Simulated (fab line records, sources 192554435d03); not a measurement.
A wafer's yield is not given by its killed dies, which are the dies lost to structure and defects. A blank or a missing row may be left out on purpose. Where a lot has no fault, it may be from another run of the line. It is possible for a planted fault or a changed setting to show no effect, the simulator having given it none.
The same fault as seen by 2 desks | flow n5-finfet | what lay behind the numbers comes last; until then each desk has only its own

## AT THE METROLOGY DESK
Means of the sampled wafers that have a number, per lot and without regard to the tool the lot ran on: this is what the gauges read. The brackets show how far a lot's mean lies from the usual mean; more than 4 standard deviations puts the lot out of limits, marked OUT. Of its 12 readings 7 are shown: those that lie furthest out on some lot.
Columns: A = cd-nm at N5_BEOL_M2_CD_MEAS_11, usual 16.82 nm; B = trench-depth-nm at N5_BEOL_M2_OCD_MEAS_38, usual 55.3 nm; C = DIBL_P at N5_BEOL_M4_RC_MEAS_101, usual 36.5 mV/V; D = IOFF_P at N5_BEOL_M4_RC_MEAS_101, usual 0.22 nA/um; E = ION_N at N5_BEOL_M4_RC_MEAS_101, usual 677 uA/um; F = ION_P at N5_BEOL_M4_RC_MEAS_101, usual 463 uA/um; G = VT_P at N5_BEOL_M4_RC_MEAS_101, usual -250 mV
lot  | first seen here | A     | B    | C    | D    | E   | F   | G
L941 | day 6 11:03     | 16.49 | 54.3 | 33.3 | 0.17 | 662 | 450 | -254
L945 | day 7 11:38     | 16.96 | 54.4 | 37.3 | 0.22 | 679 | 467 | -249
L947 | day 8 09:25     | 16.64 | 55.8 | 35.6 | 0.19 | 673 | 465 | -252
L952 | day 9 16:26     | 16.82 | 55.6 | 36.0 | 0.20 | 675 | 460 | -252
L954 | day 10 00:17    | 17.04 | 54.0 | 37.1 | 0.20 | 677 | 459 | -252
L958 | day 10 21:00    | 16.55 | 55.1 | 33.4 | 0.19 | 672 | 457 | -250
L960 | day 10 21:52    | 17.02 | 55.3 | 37.5 | 0.29 | 691 | 478 | -242
L962 | day 12 06:11    | 16.93 | 56.2 | 34.5 | 0.20 | 656 | 460 | -250
L963 | day 12 09:13    | 16.94 | 54.9 | 37.6 | 0.25 | 681 | 471 | -246
Finding of this desk: none of the 9 lots has anything out of limits.

## FOR THE TOOL OWNER'S DESK: rie-diel-03
The tool's own readings at N5_BEOL_M2_ETCH_70 (etches SOC in N2/H2, target depth 80 nm, overetch 24 nm, time 130 s): means of the sampled wafers that have a number, for each lot that ran on this tool. The brackets show how far a lot's mean lies from the usual mean; more than 4 standard deviations puts the lot out of limits, marked OUT. 7 of its 8 readings are shown: the first one out of limits and those lying furthest out on some lot.
Columns: A = bias-w at N5_BEOL_M2_ETCH_70, usual 149.9 W; B = n2-flow-sccm at N5_BEOL_M2_ETCH_70, usual 200.1 sccm; C = oes-product-au at N5_BEOL_M2_ETCH_70, usual 0.59 a.u.; D = rf-vpp-V at N5_BEOL_M2_ETCH_70, usual 524.0 V; E = showerhead-plenum-p-Torr at N5_BEOL_M2_ETCH_70, usual 2.55 Torr; F = temp-c at N5_BEOL_M2_ETCH_70, usual 40.00 C; G = throttle-valve-pct at N5_BEOL_M2_ETCH_70, usual 17.75 %
lot  | first seen here | A               | B     | C    | D               | E    | F     | G
L941 | day 6 18:07     | 149.8           | 201.0 | 0.56 | 526.2           | 2.62 | 39.98 | 17.57
L945 | day 7 23:08     | 150.4           | 200.0 | 0.56 | 523.9           | 2.54 | 40.20 | 17.65
L954 | day 10 02:39    | 164.7 (+30) OUT | 199.8 | 0.51 | 553.6 (+11) OUT | 2.46 | 40.10 | 17.56
This desk's verdict: out of limits on L954, starting with L954 at day 10 02:39 (bias-w at N5_BEOL_M2_ETCH_70). L941, L945: within limits.

## BROUGHT TOGETHER
The tool owner's desk had the chance to raise an alarm at day 10 02:39 on L954.
From the metrology desk's view, nothing was out of limits.
The metrology desk has L954 on record, within its limits.
All the named lots went through N5_BEOL_M2_ETCH_70 on rie-diel-03.

## WHAT THE SIMULATOR HAD INSERTED
rie-diel-03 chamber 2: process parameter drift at N5_BEOL_M2_ETCH_70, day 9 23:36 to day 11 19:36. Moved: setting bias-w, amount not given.
Struck lots among those shown: L954.
Delay in hours, fault start to first out-of-limits reading, by desk: the tool owner's desk at 3.
